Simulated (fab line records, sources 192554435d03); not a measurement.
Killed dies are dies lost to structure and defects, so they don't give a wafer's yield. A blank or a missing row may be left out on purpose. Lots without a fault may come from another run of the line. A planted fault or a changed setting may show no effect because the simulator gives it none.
fab line records | flow n5_finfet | part 1 of 2: steps 1 to 25 of 30
record lots=5 wafers=15 last_day=17
route steps=1938 shown BEOL_M10@1528 BEOL_M11@1536
lots that met no fault: from a run of the same line without faults
start_h: hours from the record's first day to the start of the lot's first wafer shown | wait_h: hours since the lot's step before | " the same as in the row above | L1.1+2: a row that stands for several wafers | - no value, or no start given | * or withheld: withheld | < > ~ a bound
route shown NAME@n: a module of which the file shows steps, and the number in the route of the first | usual: mean/standard deviation of fault-free wafers | same: alike in all rows | chamber/n: place in a boat | sites: the reading at each site | _std_site: their standard deviation | _edge_site: outer sites' mean less inner sites' | radius_mm: how far each site lies from the wafer's centre | mask NAME#n: copy n | behind: the tool/chamber that last shaped the wafer | hold: why the lot was held/for how many hours/how that ended | device: the transistor (n, p or np) that didn't switch | end of line: the same wafers' tests at the end of the route | a step without rows: its recipe alone | killed: dies lost to structure and defects at the first sort, not the wafer's yield | map: a wafer's dies, x killed, . not, _ none there
set.NAME: the setting as run; set.NAME@STEP: as run at that earlier step | model.NAME: the simulator's own value behind a step, which no gauge read
lots at some steps of the route; a table a step, a row a wafer
services: from which hour (start_h, from the record's first day; less than 0 if before it) a tool's chamber was out of use, for how many hours, and why
## steps
# step N5_BEOL_M10_ECD_50
# recipe material=Cu target_thk_a=3180
# columns lot.wafer tool chamber start_h wait_h
L076.3+4+6 ecd_cu-01 1,0,0 229.78 0.1
L086.2+5+6 ecd_cu-02 0,0,1 293.98 0.1
L087.1+5+6 ecd_cu-01 1,1,0 297.78 0.1
L090.4+5+6 ecd_cu-02 1,0,1 324.02 0.1
L094.3+4+6 ecd_cu-02 0,1,1 354.85 0.1
# step N5_BEOL_M10_ANNEAL_51
# recipe temp_c=225 time_s=90 ambient=N2
# usual anneal_temp_c_max=226.3/0.35 wafer_temp_C_max=225.75/0.25
# columns lot.wafer tool chamber start_h wait_h anneal_temp_c_max wafer_temp_C_max
L076.3 rtp_anneal-01 0 230.78 1.0 226.4 225.76
L076.4 " 0 " " 226.8 225.86
L076.6 " 0 " " 226.4 225.66
L086.2 rtp_anneal-02 0 294.47 0.5 226.7 226.04
L086.5 " 0 " " 226.3 225.70
L086.6 " 0 " " 226.6 226.32
L087.1 rtp_anneal-02 0 297.94 0.1 226.2 225.90
L087.5 " 0 " " 226.6 225.89
L087.6 " 0 " " 226.2 226.10
L090.4 rtp_anneal-02 0 324.41 0.4 225.9 226.06
L090.5 " 0 " " 226.2 225.76
L090.6 " 0 " " 225.7 225.70
L094.3 rtp_anneal-01 0 355.04 0.2 226.8 225.80
L094.4 " 0 " " 226.3 226.30
L094.6 " 0 " " 226.6 225.47
# step N5_BEOL_M10_CMP_52
# recipe stop_on=SiCOH_lowk t_overpolish_s=7 down_force_psi=1 platen_rpm=50 clearing_platen_down_force_psi=1.5 clearing_platen_rpm=50 post_cmp_clean=cu_alkaline target_thk_nm=140 clearing_platen_pad_velocity_m_s=0.99484 pad_velocity_m_s=0.99484
# usual barrier_field_endpoint_s=28.7/0.64 motor_current_A=6.1/0.78 overpolish_run_s=7.000/0.009 pad_life_wafers=818/650 time_to_endpoint_s=66/3.1
# columns lot.wafer tool chamber start_h wait_h barrier_field_endpoint_s motor_current_A overpolish_run_s pad_life_wafers time_to_endpoint_s
L076.4 cmp-04 0 230.98 0.1 29.4 5.6 6.995 2100 72
L076.3 " 1 " " 28.9 6.8 6.992 2101 68
L076.6 " 0 " " 28.7 5.7 6.991 - 71
L086.2 cmp-04 1 294.73 0.2 27.9 6.9 7.001 378 61
L086.5 " 1 " " 27.7 7.2 6.988 - 65
L086.6 " 2 " " 29.3 6.7 7.012 - 66
L087.1 cmp-04 3 298.36 0.4 28.2 4.9 7.002 429 64
L087.5 " 0 " " 29.1 5.3 6.987 - 68
L087.6 " 1 " " 28.6 6.8 7.005 - 66
L090.4 cmp-04 1 324.61 0.2 28.5 7.0 6.996 661 62
L090.5 " 0 " " 28.7 5.2 7.011 - 69
L090.6 " 1 " " 28.3 6.7 6.987 - 63
L094.4 cmp-01 1 355.24 0.1 29.4 6.9 6.995 1134 68
L094.3 " 0 " " 28.1 4.9 6.993 1137 65
L094.6 " 2 " " 29.4 5.4 7.008 - 67
# step N5_BEOL_M10_THK_MEAS_53
# recipe thk_meas_gauge=xrf reads=Cu_of_BEOL_M10_ECD_50
# usual M10_THK=139.4/3
# columns lot.wafer tool chamber start_h wait_h M10_THK[nm]
L076.3 film_metro-01 - 231.28 - 133.8
L076.4 " - " " 143.0
L076.6 " - " " 136.5
L086.2 film_metro-01 - 295.02 - 139.3
L086.5 " - " " 140.3
L086.6 " - " " 146.5
L087.1 film_metro-01 - 298.54 - 139.3
L087.5 " - " " 134.9
L087.6 " - " " 140.8
L090.4 film_metro-02 - 324.87 - 137.5
L090.5 " - " " 134.6
L090.6 " - " " 140.5
L094.3 film_metro-01 - 355.54 - 137.7
L094.4 " - " " 143.7
L094.6 " - " " 138.5
# step N5_BEOL_M10_PRE_CLEAN_55
# recipe gas=NH3 time_s=15 temp_c=withheld rf_power_w=300
# columns lot.wafer tool chamber start_h wait_h
L076.3+4+6 pecvd-01 1,1,0 231.32 0.0
L086.2+5+6 pecvd-01 1,2,1 295.06 0.0
L087.1+5+6 pecvd-02 1,1,0 298.58 0.0
L090.4+5+6 pecvd-02 0,1,2 324.92 0.0
L094.3+4+6 pecvd-02 0,1,2 355.58 0.0
# step N5_BEOL_M10_DEP_56
# recipe material=SiCN target_thk_a=150 temp_c=withheld precursor=3MS/NH3 pressure_torr=3 rf_w=202 time_s=26.5
# usual showerhead_plenum_p_Torr=3.656/0.014 throttle_valve_pct=9.1/0.51
# columns lot.wafer tool chamber start_h wait_h showerhead_plenum_p_Torr throttle_valve_pct
L076.3 pecvd-01 1 231.34 0.0 3.661 9.2
L076.4 " 1 " " 3.659 8.8
L076.6 " 0 " " 3.661 9.7
L086.2 pecvd-01 1 295.08 0.0 3.665 9.1
L086.5 " 2 " " 3.660 9.5
L086.6 " 1 " " 3.661 9.0
L087.1 pecvd-02 1 298.60 0.0 3.632 10.1
L087.5 " 1 " " 3.624 10.0
L087.6 " 0 " " 3.665 8.8
L090.4 pecvd-02 0 324.95 0.0 3.673 8.9
L090.5 " 1 " " 3.635 9.8
L090.6 " 2 " " 3.647 9.0
L094.3 pecvd-02 0 355.60 0.0 3.678 8.8
L094.4 " 1 " " 3.629 9.9
L094.6 " 2 " " 3.640 8.9
# step N5_BEOL_M10_RS_MEAS_57
# recipe thk_meas_gauge=four-point-probe reads=Cu_of_BEOL_M10_ECD_50+Co_of_BEOL_M10_CVD_75+TaN_of_BEOL_M10_ALD_74
# usual M10_RS=0.151/0.0032
# columns lot.wafer tool chamber start_h wait_h M10_RS[ohm/sq]
L076.3 film_metro-02 - 231.42 0.1 0.156
L076.4 " - " " 0.146
L076.6 " - " " 0.153
L086.2 film_metro-02 - 295.16 0.1 0.154
L086.5 " - " " 0.152
L086.6 " - " " 0.145
L087.1 film_metro-01 - 298.68 0.1 0.150
L087.5 " - " " 0.156
L087.6 " - " " 0.148
L090.4 film_metro-02 - 325.01 0.0 0.155
L090.5 " - " " 0.158
L090.6 " - " " 0.151
L094.3 film_metro-02 - 355.68 0.1 0.152
L094.4 " - " " 0.146
L094.6 " - " " 0.152
# step N5_BEOL_M10_INSPECT_58
# recipe inspect_instrument=darkfield mode=post_dep
# usual raw_defect_count=74/29
# columns lot.wafer tool chamber start_h wait_h raw_defect_count
L076.3 defect_inspect-01 - 231.44 0.0 61
L076.4 " - " " 55
L076.6 " - " " 63
L086.2 defect_inspect-01 - 295.18 0.0 33
L086.5 " - " " 69
L086.6 " - " " 65
L087.1 defect_inspect-02 - 298.70 0.0 84
L087.5 " - " " 75
L087.6 " - " " 75
L090.4 defect_inspect-01 - 325.03 0.0 79
L090.5 " - " " 48
L090.6 " - " " 40
L094.3 defect_inspect-02 - 355.70 0.0 119
L094.4 " - " " 89
L094.6 " - " " 68
# step N5_BEOL_M11_ILD_DEP_00
# recipe material=SiCOH_lowk target_thk_a=3085.1 temp_c=300 precursor=DEMS/porogen pressure_torr=5 rf_w=500 time_s=58
# usual heater_power_w=296/50 showerhead_plenum_p_Torr=5.736/0.014 throttle_valve_pct=13.9/0.74
# columns lot.wafer tool chamber start_h wait_h heater_power_w showerhead_plenum_p_Torr throttle_valve_pct
L076.3 pecvd-03 1 231.48 0.0 340 5.769 14.5
L076.4 " 0 " " 330 5.734 14.6
L076.6 " 1 " " 359 5.767 14.4
L086.2 pecvd-01 0 295.22 0.0 276 5.753 15.1
L086.5 " 1 " " 235 5.727 13.8
L086.6 " 2 " " 287 5.709 14.0
L087.1 pecvd-04 2 298.74 0.0 335 5.732 12.6
L087.5 " 2 " " 346 5.718 12.4
L087.6 " 0 " " 304 5.732 14.2
L090.4 pecvd-01 0 325.10 0.1 260 5.767 15.1
L090.5 " 1 " " 215 5.730 13.8
L090.6 " 0 " " 269 5.732 14.7
L094.3 pecvd-03 0 355.74 0.0 326 5.726 14.3
L094.4 " 2 " " 338 5.747 13.0
L094.6 " 0 " " 330 5.729 14.4
# step N5_BEOL_M11_CURE_71
# recipe temp_c=385 time_s=240 ambient=He/Ar material=SiCOH_lowk
# usual lamp_power_pct=52.31/0.055 wafer_temp_C_max=386.9/0.74
# columns lot.wafer tool chamber start_h wait_h lamp_power_pct wafer_temp_C_max
L076.3 uv_cure-03 2 231.72 0.2 52.27 388.1
L076.4 " 2 " " 52.38 387.2
L076.6 " 2 " " 52.26 387.4
L086.2 uv_cure-03 0 295.38 0.1 52.40 386.8
L086.5 " 0 " " 52.30 387.5
L086.6 " 0 " " 52.32 387.9
L087.1 uv_cure-01 0 298.82 0.0 52.39 387.8
L087.5 " 0 " " 52.41 386.6
L087.6 " 0 " " 52.27 386.4
L090.4 uv_cure-01 0 325.51 0.4 52.32 387.5
L090.5 " 0 " " 52.28 388.5
L090.6 " 0 " " 52.27 387.0
L094.3 uv_cure-02 0 355.97 0.2 52.35 386.3
L094.4 " 0 " " 52.29 386.4
L094.6 " 0 " " 52.28 386.6
# step N5_BEOL_M11_THK_MEAS_01
# recipe reads=SiCOH_lowk_of_BEOL_M11_ILD_DEP_00
# usual M11_ILD_THK=268/3.3
# columns lot.wafer tool chamber start_h wait_h M11_ILD_THK[nm]
L076.3 film_metro-01 - 232.07 0.3 267
L076.4 " - " " 268
L076.6 " - " " 266
L086.2 film_metro-01 - 295.81 0.4 268
L086.5 " - " " 270
L086.6 " - " " 272
L087.1 film_metro-02 - 299.33 0.4 266
L087.5 " - " " 270
L087.6 " - " " 274
L090.4 film_metro-02 - 325.79 0.2 275
L090.5 " - " " 271
L090.6 " - " " 275
L094.3 film_metro-02 - 356.33 0.3 270
L094.4 " - " " 273
L094.6 " - " " 274
# step N5_BEOL_M11_PECVD_70
# recipe material=SiO2 target_thk_a=200 temp_c=400 precursor=TEOS/O2 pressure_torr=5.5 rf_w=450 teos_flow_sccm=53.8 gas=O2 flow_sccm=3000 time_s=22.7
# usual heater_power_w=686/110 showerhead_plenum_p_Torr=8.76/0.039 throttle_valve_pct=22.6/1.1
# columns lot.wafer tool chamber start_h wait_h heater_power_w showerhead_plenum_p_Torr throttle_valve_pct
L076.3 pecvd-04 0 232.11 0.0 619 8.69 22.6
L076.4 " 0 " " 636 8.71 22.7
L076.6 " 2 " " 881 8.74 19.9
L086.2 pecvd-04 1 295.85 0.0 716 8.82 22.5
L086.5 " 1 " " 739 8.83 22.5
L086.6 " 0 " " 649 8.69 22.6
L087.1 pecvd-01 0 299.37 0.0 573 8.78 24.0
L087.5 " 0 " " 596 8.78 24.4
L087.6 " 2 " " 664 8.72 22.7
L090.4 pecvd-04 1 325.84 0.1 749 8.82 22.6
L090.5 " 0 " " 722 8.70 22.8
L090.6 " 2 " " 903 8.76 20.2
L094.3 pecvd-01 2 356.38 0.1 664 8.73 22.5
L094.4 " 1 " " 493 8.74 22.1
L094.6 " 2 " " 659 8.75 22.8
# step N5_BEOL_M11_HM_DEP_02
# recipe material=TiN target_thk_a=200 temp_c=25 chamber_pressure_pa=0.49996
# usual chamber_pressure_pa=0.5000/0.00094 throttle_valve_pct=30.1/0.61
# columns lot.wafer tool chamber start_h wait_h chamber_pressure_pa throttle_valve_pct
L076.3 pvd_sputter-02 - 232.62 0.5 0.4997 30.3
L076.4 " - " " 0.4992 29.7
L076.6 " - " " 0.5024 29.9
L086.2 pvd_sputter-01 - 297.09 1.2 0.4999 29.7
L086.5 " - " " 0.4991 30.2
L086.6 " - " " 0.4976 29.8
L087.1 pvd_sputter-03 - 300.22 0.8 0.4996 31.5
L087.5 " - " " 0.5007 29.4
L087.6 " - " " 0.4999 30.0
L090.4 pvd_sputter-03 - 325.93 0.1 0.5007 29.5
L090.5 " - " " 0.5013 29.7
L090.6 " - " " 0.5008 29.2
L094.3 pvd_sputter-01 - 358.63 2.2 0.4999 30.3
L094.4 " - " " 0.4992 29.7
L094.6 " - " " 0.5002 29.8
# step N5_BEOL_M11_COAT_59
# recipe resist=SOC temp_c=250 time_s=60 spin_rpm=1500 resist_thk_nm=100
# usual plate_temp_C=249.98/0.17
# columns lot.wafer tool chamber start_h wait_h plate_temp_C
L076.3 litho_track-02 0 232.75 0.1 249.62
L076.4 " 0 " " 249.98
L076.6 " 0 " " 249.93
L086.2 litho_track-03 0 297.22 0.1 250.08
L086.5 " 0 " " 249.81
L086.6 " 0 " " 249.91
L087.1 litho_track-03 0 300.34 0.1 249.68
L087.5 " 0 " " 249.72
L087.6 " 0 " " 249.66
L090.4 litho_track-02 0 326.05 0.1 250.10
L090.5 " 0 " " 250.17
L090.6 " 0 " " 250.11
L094.3 litho_track-03 0 358.75 0.1 249.94
L094.4 " 0 " " 250.20
L094.6 " 0 " " 250.14
# step N5_BEOL_M11_COAT_60
# recipe resist=SiARC temp_c=220 time_s=60 spin_rpm=1500 resist_thk_nm=30
# usual plate_temp_C=219.99/0.21
# columns lot.wafer tool chamber start_h wait_h plate_temp_C
L076.3 litho_track-02 0 - - 219.91
L076.4 " 0 " " 220.01
L076.6 " 0 " " 219.79
L086.2 litho_track-03 0 - - 220.03
L086.5 " 0 " " 220.03
L086.6 " 0 " " 220.11
L087.1 litho_track-03 0 - - 220.01
L087.5 " 0 " " 220.00
L087.6 " 0 " " 220.13
L090.4 litho_track-02 0 - - 220.15
L090.5 " 0 " " 220.32
L090.6 " 0 " " 220.52
L094.3 litho_track-03 0 - - 220.09
L094.4 " 0 " " 220.06
L094.6 " 0 " " 220.00
# step N5_BEOL_M11_COAT_05
# recipe resist=CAR-ArF spin_rpm=1500 resist_thk_nm=90
# columns lot.wafer tool chamber start_h wait_h
L076.3+4+6 litho_track-02 0 - -
L086.2+5+6 litho_track-03 0 - -
L087.1+5+6 litho_track-03 0 - -
L090.4+5+6 litho_track-02 0 - -
L094.3+4+6 litho_track-03 0 - -
# step N5_BEOL_M11_EBR_07
# recipe solvent=PGMEA ebr_width_mm=1.5
# columns lot.wafer tool chamber start_h wait_h
L076.3+4+6 litho_track-02 0 - -
L086.2+5+6 litho_track-03 0 - -
L087.1+5+6 litho_track-03 0 - -
L090.4+5+6 litho_track-02 0 - -
L094.3+4+6 litho_track-03 0 - -
# step N5_BEOL_M11_SOFTBAKE_06
# recipe temp_c=110 time_s=60 resist=CAR-ArF
# usual plate_temp_C=110.01/0.12
# columns lot.wafer tool chamber start_h wait_h plate_temp_C
L076.3 litho_track-02 0 - - 109.92
L076.4 " 0 " " 110.12
L076.6 " 0 " " 110.02
L086.2 litho_track-03 0 - - 110.09
L086.5 " 0 " " 109.98
L086.6 " 0 " " 109.92
L087.1 litho_track-03 0 - - 110.00
L087.5 " 0 " " 110.05
L087.6 " 0 " " 109.88
L090.4 litho_track-02 0 - - 109.99
L090.5 " 0 " " 109.93
L090.6 " 0 " " 109.75
L094.3 litho_track-03 0 - - 110.05
L094.4 " 0 " " 109.88
L094.6 " 0 " " 110.14
# step N5_BEOL_M11_EXPOSE_08
# recipe mask_id=M11 na=1.35 source_shape=dipole sigma_inner=0.411 sigma_outer=0.611 polarization=te dose_mj=53.75
# columns lot.wafer tool chamber start_h wait_h mask
L076.3+4+6 arfi_scanner-02 0 232.88 - M11#0
L086.2+5+6 arfi_scanner-01 0 297.46 - M11#0
L087.1+5+6 arfi_scanner-01 0 300.46 - M11#0
L090.4+5+6 arfi_scanner-03 0 326.31 - M11#0
L094.3+4+6 arfi_scanner-03 0 359.01 - M11#0
# step N5_BEOL_M11_PEB_09
# recipe peb_temp_c=withheld peb_time_s=60 resist=CAR-ArF
# same peb_time_s=60
# columns lot.wafer tool chamber start_h wait_h
L076.3+4+6 litho_track-01 0 232.93 0.0
L086.2+5+6 litho_track-02 0 297.52 0.0
L087.1+5+6 litho_track-01 0 300.52 0.1
L090.4+5+6 litho_track-03 0 326.36 0.0
L094.3+4+6 litho_track-01 0 359.06 0.0
# step N5_BEOL_M11_DEVELOP_10
# recipe develop_time_s=30 developer=TMAH resist=CAR-ArF rinse_liquid=diw dry=air_spin dev_temp_c=23
# columns lot.wafer tool chamber start_h wait_h
L076.3+4+6 litho_track-01 0 - -
L086.2+5+6 litho_track-02 0 - -
L087.1+5+6 litho_track-01 0 - -
L090.4+5+6 litho_track-03 0 - -
L094.3+4+6 litho_track-01 0 - -
# step N5_BEOL_M11_CD_MEAS_11
# recipe target_cd_nm=64.1 landing_energy_ev=500 detector=se_inlens polarity=opening
# usual cd_nm=64.0/0.65
# columns lot.wafer tool chamber start_h wait_h cd_nm
L076.3 cd_sem-01 0 232.99 - 64.1
L076.4 " 0 " " 63.3
L076.6 " 0 " " 64.3
L086.2 cd_sem-01 0 297.59 - 63.8
L086.5 " 0 " " 63.6
L086.6 " 0 " " 64.5
L087.1 cd_sem-01 0 300.59 - 64.0
L087.5 " 0 " " 63.2
L087.6 " 0 " " 63.8
L090.4 cd_sem-03 0 326.43 - 64.8
L090.5 " 0 " " 65.1
L090.6 " 0 " " 64.8
L094.3 cd_sem-02 0 359.12 - 64.4
L094.4 " 0 " " 63.7
L094.6 " 0 " " 64.5
# step N5_BEOL_M11_OVL_MEAS_12
# recipe points_per_wafer=44
# usual M11_OVL=0.1/0.8
# columns lot.wafer tool chamber start_h wait_h M11_OVL[nm]
L076.3 overlay-01 0 233.02 0.0 0.2
L076.4 " 0 " " 0.0
L076.6 " 0 " " 0.7
L086.2 overlay-02 0 297.62 0.0 0.5
L086.5 " 0 " " -1.4
L086.6 " 0 " " -0.6
L087.1 overlay-01 0 300.62 0.0 1.1
L087.5 " 0 " " 0.4
L087.6 " 0 " " -0.1
L090.4 overlay-02 0 326.45 0.0 1.2
L090.5 " 0 " " 1.1
L090.6 " 0 " " 0.9
L094.3 overlay-01 0 359.15 0.0 1.1
L094.4 " 0 " " 0.0
L094.6 " 0 " " 0.3
# step N5_BEOL_M11_INSPECT_13
# recipe mode=adi inspect_instrument=brightfield
# usual raw_defect_count=401/94
# columns lot.wafer tool chamber start_h wait_h raw_defect_count
L076.3 defect_inspect-02 - 233.12 0.1 355
L076.4 " - " " 322
L076.6 " - " " 370
L086.2 defect_inspect-01 - 297.64 0.0 326
L086.5 " - " " 374
L086.6 " - " " 336
L087.1 defect_inspect-01 - 300.64 0.0 399
L087.5 " - " " 393
L087.6 " - " " 379
L090.4 defect_inspect-01 - 326.48 0.0 328
L090.5 " - " " 239
L090.6 " - " " 287
L094.3 defect_inspect-02 - 359.18 0.0 485
L094.4 " - " " 477
L094.6 " - " " 559
# step N5_BEOL_M11_DESCUM_16
# recipe chemistry=O2 time_s=7.9 source_power_w=50 bias_power_w=20 pressure_mtorr=20 rf_frequency_hz=2.712e+07 temp_c=40 resist=CAR-ArF o2_flow_sccm=225
# usual chamber_pressure_mTorr=19.999/0.019 drypump_motor_current_A=5.8/0.45 oes_product_au=0.74/0.069 rf_vpp_V=243.2/1.5 showerhead_plenum_p_Torr=2.09/0.071 temp_c=40.03/0.11 throttle_valve_pct=20.53/0.2
# columns lot.wafer tool chamber start_h wait_h chamber_pressure_mTorr drypump_motor_current_A oes_product_au rf_hours_counter_h rf_vpp_V showerhead_plenum_p_Torr temp_c throttle_valve_pct
L076.3 rie_diel-05 2 233.22 0.1 19.963 5.6 0.71 228 243.2 2.15 40.12 20.39
L076.4 " 1 " " 20.024 5.7 0.70 189 242.6 2.00 40.03 20.91
L076.6 " 0 " " 20.028 5.9 0.82 - 243.6 2.19 40.04 20.43
L086.2 rie_diel-05 2 297.67 0.0 19.999 5.6 0.69 246 243.1 2.14 40.14 20.39
L086.5 " 2 " " 19.994 5.6 0.69 - 245.7 2.14 40.16 20.39
L086.6 " 1 " " 19.958 5.7 0.69 - 243.1 1.99 39.98 20.93
L087.1 rie_diel-05 1 300.68 0.0 20.003 5.7 0.69 208 241.5 1.99 39.92 20.93
L087.5 " 0 " " 19.956 5.9 0.80 - 246.0 2.18 40.03 20.47
L087.6 " 1 " " 20.020 5.7 0.69 - 241.2 1.99 40.01 20.94
L090.4 rie_diel-02 0 326.52 0.0 19.999 5.7 0.70 206 242.5 2.08 39.97 20.38
L090.5 " 0 " " 19.984 5.7 0.71 - 241.4 2.08 39.97 20.36
L090.6 " 1 " " 19.989 6.2 0.69 - 244.5 2.16 40.01 20.54
L094.3 rie_diel-02 1 359.21 0.0 19.991 6.2 0.68 242 242.5 2.15 39.97 20.54
L094.4 " 0 " " 19.980 5.8 0.70 - 241.6 2.07 39.79 20.39
L094.6 " 2 " " 20.013 4.9 0.69 - 242.3 2.05 40.04 20.31
